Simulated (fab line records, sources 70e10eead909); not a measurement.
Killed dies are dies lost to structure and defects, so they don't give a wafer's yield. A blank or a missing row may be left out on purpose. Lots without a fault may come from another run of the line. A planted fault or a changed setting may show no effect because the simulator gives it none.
fab line records | flow nand_harc
record lots=13 wafers=39 last_day=24
route steps=1159 shown A_BONDPAD@1086 THIN_TSV@1120 END@1159
lots that met no fault: from a run of the same line without faults
start_h: hours from the record's first day to the start of the lot's first wafer shown | wait_h: hours since the lot's step before | " the same as in the row above | L1.1+2: a row that stands for several wafers | - no value, or no start given | * or withheld: withheld | < > ~ a bound
route shown NAME@n: a module of which the file shows steps, and the number in the route of the first | usual: mean/standard deviation of fault-free wafers | same: alike in all rows | chamber/n: place in a boat | sites: the reading at each site | _std_site: their standard deviation | _edge_site: outer sites' mean less inner sites' | radius_mm: how far each site lies from the wafer's centre | mask NAME#n: copy n | behind: the tool/chamber that last shaped the wafer | hold: why the lot was held/for how many hours/how that ended | device: the transistor (n, p or np) that didn't switch | end of line: the same wafers' tests at the end of the route | a step without rows: its recipe alone | killed: dies lost to structure and defects at the first sort, not the wafer's yield | map: a wafer's dies, x killed, . not, _ none there
set.NAME: the setting as run; set.NAME@STEP: as run at that earlier step | model.NAME: the simulator's own value behind a step, which no gauge read
steps of the route over a sample of lots; a table a step, a row a wafer
services: from which hour (start_h, from the record's first day; less than 0 if before it) a tool's chamber was out of use, for how many hours, and why
## steps
# step NHARC_A_BONDPAD_ECD_18
# recipe target_thk_a=4000 bath_temp_c=25 material=Cu
# columns lot.wafer tool chamber start_h wait_h
L278.2+5+6 ecd_cu-01 0,0,1 412.35 -
L277.3+4+5 ecd_cu-01 0,1,1 412.78 -
L276.2+3+6 ecd_cu-01 0,1,1 415.44 -
L281.2+3+6 ecd_cu-01 0,1,0 418.37 -
L282.1+5+6 ecd_cu-02 1,1,0 429.35 -
L279.3+5+6 ecd_cu-02 1,1,0 433.70 -
L283.2+1+6 ecd_cu-02 1,0,1 443.39 -
L287.1+5+6 ecd_cu-02 1,0,1 482.95 -
L288.2+3+5 ecd_cu-01 0 483.31 -
L293.1+5+6 ecd_cu-01 0,1,0 504.77 -
L292.1+3+5 ecd_cu-02 0,0,1 506.34 -
L296.1+3+5 ecd_cu-01 1 526.34 -
L299.2+3+5 ecd_cu-01 0 552.23 -
# step NHARC_THIN_TSV_ETCH_15
# recipe target_depth_a=30000 bosch_target_overetch_cycles=2 bosch_etch_step_s=2.8 bosch_dep_step_s=1.2 bosch_cycles=14
# usual drypump_motor_current_A=5.7/0.52
# same bosch_cycles=14 bosch_etch_step_s=2.8
# columns lot.wafer tool chamber start_h wait_h drypump_motor_current_A rf_hours_counter_h
L278.2 rie_si-06 1 425.42 - 6.5 0.7
L278.5 " 2 " " 5.1 -
L278.6 " 3 " " 6.2 -
L277.4 rie_si-03 0 427.73 - 6.2 0.9
L277.3 " 3 " " 4.8 1.0
L277.5 " 1 " " 6.0 -
L276.2 rie_si-06 3 431.61 - 6.1 0.6
L276.3 " 0 " " 5.6 0.7
L276.6 " 1 " " 6.5 -
L281.2 rie_si-03 3 433.56 - 4.8 1.0
L281.3 " 1 " " 6.0 1.0
L281.6 " 2 " " 5.3 -
L282.1 rie_si-06 2 445.32 - 5.1 0.7
L282.6 " 0 " " 5.6 -
L282.5 " 1 " " 6.5 -
L279.3 rie_si-03 0 446.28 - 6.2 1.1
L279.6 " 3 " " 4.8 -
L279.5 " 0 " " 6.2 -
L283.2 rie_si-03 3 460.59 - 4.8 1.3
L283.1 " 0 " " 6.2 1.2
L283.6 " 2 " " 5.3 -
L288.3 rie_si-02 2 501.08 - 6.0 1.1
L288.2 " 3 " " 5.8 1.0
L288.5 " 1 " " 6.2 -
L287.1 rie_si-03 2 502.26 - 5.3 1.4
L287.6 " 3 " " 4.8 -
L293.1 rie_si-03 2 524.59 - 5.3 0.1
L293.6 " 1 " " 6.0 -
L293.5 " 2 " " 5.3 -
L292.5 rie_si-06 3 526.68 - 6.1 -
L296.1 rie_si-02 0 541.86 - 5.8 1.1
L296.3 " 1 " " 6.2 1.4
L296.5 " 2 " " 6.0 -
L299.3 rie_si-02 3 564.79 - 5.8 1.5
L299.2 " 2 " " 6.0 1.6
L299.5 " 1 " " 6.2 -
# step NHARC_THIN_TSV_PRE_CLEAN_50
# recipe time_s=30 temp_c=280 gas=H2/He
# usual heater_power_w=408/45
# columns lot.wafer tool chamber start_h wait_h heater_power_w
L278.2 pvd_sputter-03 - - - 392
L278.5 " - " " 372
L278.6 " - " " 397
L277.4 pvd_sputter-01 - - - 372
L277.3 " - " " 389
L277.5 " - " " 377
L276.3 pvd_sputter-03 - - - 406
L276.2 " - " " 400
L276.6 " - " " 370
L281.3 pvd_sputter-03 - - - 395
L281.2 " - " " 504
L281.6 " - " " 394
L282.1 pvd_sputter-02 - - - 363
L282.6 " - " " 378
L282.5 " - " " 380
L279.3 pvd_sputter-02 - - - 389
L279.6 " - " " 384
L279.5 " - " " 379
L283.1 pvd_sputter-01 - - - 394
L283.2 " - " " 376
L283.6 " - " " 400
L288.3 pvd_sputter-03 - - - 431
L288.2 " - " " 370
L288.5 " - " " 501
L287.1 pvd_sputter-02 - - - 391
L287.6 " - " " 362
L293.1 pvd_sputter-01 - - - 387
L293.5 " - " " 335
L293.6 " - " " 410
L292.5 pvd_sputter-01 - - - 479
L296.1 pvd_sputter-03 - - - 372
L296.3 " - " " 517
L296.5 " - " " 365
L299.3 pvd_sputter-03 - - - 438
L299.2 " - " " 372
L299.5 " - " " 368
# step NHARC_THIN_TSV_CD_MEAS_33
# recipe target_cd_nm=5000 landing_energy_ev=500
# usual cd_nm=4999.5/1.5
# columns lot.wafer tool chamber start_h wait_h cd_nm
L278.2 cd_sem-01 0 430.50 - 5000.5
L278.5 " 0 " " 4999.0
L278.6 " 0 " " 4999.4
L277.3 cd_sem-03 0 432.86 - 4998.1
L277.4 " 0 " " 4997.5
L277.5 " 0 " " 4998.1
L276.2 cd_sem-02 0 436.87 - 4998.1
L276.3 " 0 " " 4999.8
L276.6 " 0 " " 4999.8
L281.2 cd_sem-01 0 439.01 - 4998.1
L281.3 " 0 " " 4999.7
L281.6 " 0 " " 4999.1
L282.1 cd_sem-02 0 450.53 - 4999.1
L282.5 " 0 " " 4998.8
L282.6 " 0 " " 4999.4
L279.3 cd_sem-01 0 451.52 - 5001.7
L279.5 " 0 " " 5002.8
L279.6 " 0 " " 5001.3
L283.1 cd_sem-03 0 466.29 - 5000.3
L283.2 " 0 " " 5000.2
L283.6 " 0 " " 5000.4
L288.2 cd_sem-02 0 506.37 - 5002.4
L288.3 " 0 " " 5000.8
L288.5 " 0 " " 5000.2
L287.1 cd_sem-03 0 507.25 - 5001.6
L287.6 " 0 " " 5000.3
L293.1 cd_sem-02 0 529.57 - 4998.4
L293.5 " 0 " " 4998.8
L293.6 " 0 " " 4998.4
L292.5 cd_sem-03 0 532.02 - 4999.4
L296.1 cd_sem-02 0 547.72 - 4998.5
L296.3 " 0 " " 4998.2
L296.5 " 0 " " 4999.2
L299.2 cd_sem-02 0 569.89 - 4998.6
L299.3 " 0 " " 4998.2
L299.5 " 0 " " 4996.7
# step NHARC_END_SORT_01
# recipe temp_c=25
# usual defect_limited_yield=95.8/1.2 killed_at_array=24/7.4 killed_at_other=0.5/0.81 killed_at_periphery=3.4/2.3 killed_dies=28/8 killed_open=3.4/1.8 killed_short=2.0/1.4 sort_bin_2_pct=1.3/0.54 sort_bin_3_pct=0.23/0.2 sort_bin_4_pct=2.7/0.77 sort_n_pass=649/8 sort_rim_yield_pct=94.2/2.7 sort_yield_pct=95.8/1.2
# same gross_dies=677 sort_bin_5_pct[%]=0 sort_bin_6_pct[%]=0 sort_bin_7_pct[%]=0 sort_bin_8_pct[%]=0 sort_rim_n_gross=106.00
# columns lot.wafer tool chamber start_h wait_h defect_limited_yield[%] killed_at_array killed_at_other killed_at_periphery killed_dies killed_open killed_short sort_bin_2_pct[%] sort_bin_3_pct[%] sort_bin_4_pct[%] sort_n_pass sort_rim_yield_pct[%] sort_yield_pct[%]
L276.2 prober-01 0 450.78 2.8 96.5 19 2 3 24 5 0 0.9 0.15 2.5 653 94.3 96.5
L276.3 prober-01 0 451.57 3.1 97.2 10 4 5 19 8 2 0.7 0 2.1 658 95.3 97.2
L276.6 prober-01 0 453.93 3.9 96.8 20 2 0 22 5 2 0.7 0 2.5 655 98.1 96.8
L288.5 prober-02 0 520.26 3.6 96.3 20 2 3 25 5 4 1.3 0.30 2.1 652 96.2 96.3
L287.1 prober-02 0 524.86 2.5 97.6 15 1 0 16 3 1 0.9 0.15 1.3 661 93.4 97.6
L287.5 prober-02 0 528.07 3.7 0 676 0 1 677 2 2 98.2 0 1.8 0 0 0
L287.6 prober-02 0 528.87 4.0 96.9 20 0 1 21 0 2 0.4 0.44 2.2 656 94.3 96.9
L292.1 prober-02 0 538.34 2.5 0 672 0 5 677 5 1 96.8 0.15 3.1 0 0 0
L292.3 prober-02 0 539.95 3.1 0 672 0 5 677 1 3 96.0 0.44 3.5 0 0 0
L292.5 prober-02 0 541.57 3.7 95.0 27 1 6 34 4 3 1.5 0.44 3.1 643 95.3 95.0
# killed by level:class
L276.2 A_CONTACT:chamber_film_flake=4 A_SLIT:chamber_film_flake=3 A_ZERO_WELL:chamber_film_flake=2 A_CHANNEL_HOLE_D1:chamber_film_flake=2 A_WL_FILL:chamber_film_flake=2 A_BLC:chamber_film_flake=2 THIN_TSV:chamber_film_flake=2 P_STI:geometric_particle:open=1
L276.3 THIN_TSV:chamber_film_flake=4 P_M1:geometric_particle:open=2 A_BLC:geometric_particle:open=2 A_CHANNEL_HOLE_D1:chamber_film_flake=2 A_BLC:chamber_film_flake=2 P_GATE:geometric_particle:open=1 P_GATE:geometric_particle:short=1 A_ONON_D1:geometric_particle:open=1
L276.6 A_CHANNEL_HOLE_D1:chamber_film_flake=6 A_CONTACT:geometric_particle:open=2 A_ZERO_WELL:chamber_film_flake=2 A_WL_FILL:chamber_film_flake=2 A_CONTACT:chamber_film_flake=2 THIN_TSV:chamber_film_flake=2 A_ONON_D1:geometric_particle:open=1 A_ONON_D1:geometric_particle:short=1
L288.5 A_CHANNEL_HOLE_D1:chamber_film_flake=4 A_STAIRCASE:chamber_film_flake=4 A_CONTACT:geometric_particle:open=3 P_ZERO_WELL:chamber_film_flake=3 A_WL_FILL:chamber_film_flake=3 A_STAIRCASE:geometric_particle:short=1 A_SGD_CUT:geometric_particle:short=1 A_SLIT:geometric_particle:open=1
L287.1 A_CHANNEL_HOLE_D1:chamber_film_flake=6 A_STAIRCASE:chamber_film_flake=3 A_CONTACT:chamber_film_flake=3 A_M0:geometric_particle:open=2 A_CONTACT:geometric_particle:open=1 STARTING-WAFER:geometric_particle:short=1
L287.5 A_BONDPAD:area_ecd=660 A_CHANNEL_HOLE_D1:chamber_film_flake=9 A_STAIRCASE:chamber_film_flake=3 A_WL_FILL:geometric_particle:short=2 A_CHANNEL_FILL_D1:geometric_particle:open=1 A_M1:geometric_particle:open=1 P_ZERO_WELL:chamber_film_flake=1
L287.6 A_CHANNEL_HOLE_D1:chamber_film_flake=9 A_STAIRCASE:chamber_film_flake=6 A_CONTACT:chamber_film_flake=2 A_CHANNEL_FILL_D1:geometric_particle:short=1 A_M0:geometric_particle:short=1 P_M2:chamber_film_flake=1 A_ZERO_WELL:chamber_film_flake=1
L292.1 A_BONDPAD:area_ecd=646 A_SLIT:chamber_film_flake=9 A_STAIRCASE:chamber_film_flake=4 A_CONTACT:chamber_film_flake=4 P_GATE:chamber_film_flake=3 A_CONTACT:geometric_particle:open=2 A_BLC:geometric_particle:open=2 A_CHANNEL_HOLE_D1:chamber_film_flake=2
L292.3 A_BONDPAD:area_ecd=644 A_SLIT:chamber_film_flake=13 A_STAIRCASE:chamber_film_flake=5 P_GATE:chamber_film_flake=4 A_CHANNEL_HOLE_D1:chamber_film_flake=3 A_CONTACT:chamber_film_flake=2 A_ONON_D1:geometric_particle:short=1 A_CHANNEL_FILL_D1:geometric_particle:short=1
L292.5 A_SLIT:chamber_film_flake=15 P_GATE:chamber_film_flake=4 A_STAIRCASE:chamber_film_flake=3 P_M0:geometric_particle:open=2 A_M1:chamber_film_flake=2 A_SOURCE_PLATE:geometric_particle:short=1 A_ONON_D1:geometric_particle:short=1 A_CHANNEL_FILL_D1:geometric_particle:open=1
## services
# columns tool chamber start_h hours kind
ecd_cu-01 - 389.25 7.5 repair
rie_si-03 2 390.69 12.7 repair
pvd_sputter-02 - 396.29 10.0 pm
rie_si-02 - 408.07 2.0 repair
rie_si-02 0 413.27 19.2 repair
pvd_sputter-01 - 437.04 1.4 repair
ecd_cu-01 - 448.28 8.0 pm
pvd_sputter-03 - 458.00 10.0 pm
rie_si-02 3 464.49 2.2 repair
ecd_cu-01 - 471.59 0.4 repair
pvd_sputter-01 - 503.72 3.3 repair
rie_si-03 - 509.00 9.0 pm
rie_si-03 0 509.00 9.0 vent_cycle
rie_si-03 1 509.00 9.0 vent_cycle
rie_si-03 2 509.00 9.0 vent_cycle
rie_si-03 3 509.00 9.0 vent_cycle
pvd_sputter-01 - 514.01 10.0 pm
rie_si-03 - 526.94 0.1 repair
ecd_cu-02 - 532.02 8.0 pm
rie_si-06 - 537.00 9.0 pm
pvd_sputter-02 - 541.73 32.2 repair
pvd_sputter-03 - 552.40 0.6 repair
rie_si-02 0 563.95 5.2 repair
rie_si-02 - 565.00 9.0 pm
## key
first_sign step=NHARC_END_SORT_01 reading=sort_bin_2_pct direction=up sigmas=99+ usual=1.3 struck=97.0
effect step=NHARC_END_SORT_01 reading=killed_at_array direction=up sigmas=88 usual=24 struck=673
more_kills_born_at NHARC_A_BONDPAD_ECD_18@ecd_cu-02=1950
met_at NHARC_A_BONDPAD_ECD_18
struck_lots L287,L292
struck_wafers L287.5,L292.1,L292.3
later_rows_left_out L287.5,L292.1,L292.3
not_acting_at NHARC_THIN_TSV_ETCH_15,NHARC_THIN_TSV_PRE_CLEAN_50,NHARC_THIN_TSV_CD_MEAS_33
onset_between 443.39 482.95
fault kind=process_parameter_drift tool=ecd_cu-02 chamber=0 onset_h=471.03 steps=NHARC_A_BONDPAD_ECD_18 channel=target_thk_a offset=* shape=step end_h=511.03 acts_in=* stated=*
# later_rows_left_out: the simulator's readings of these wafers behind a module that went badly wrong aren't trusted and aren't shown, but for the sort
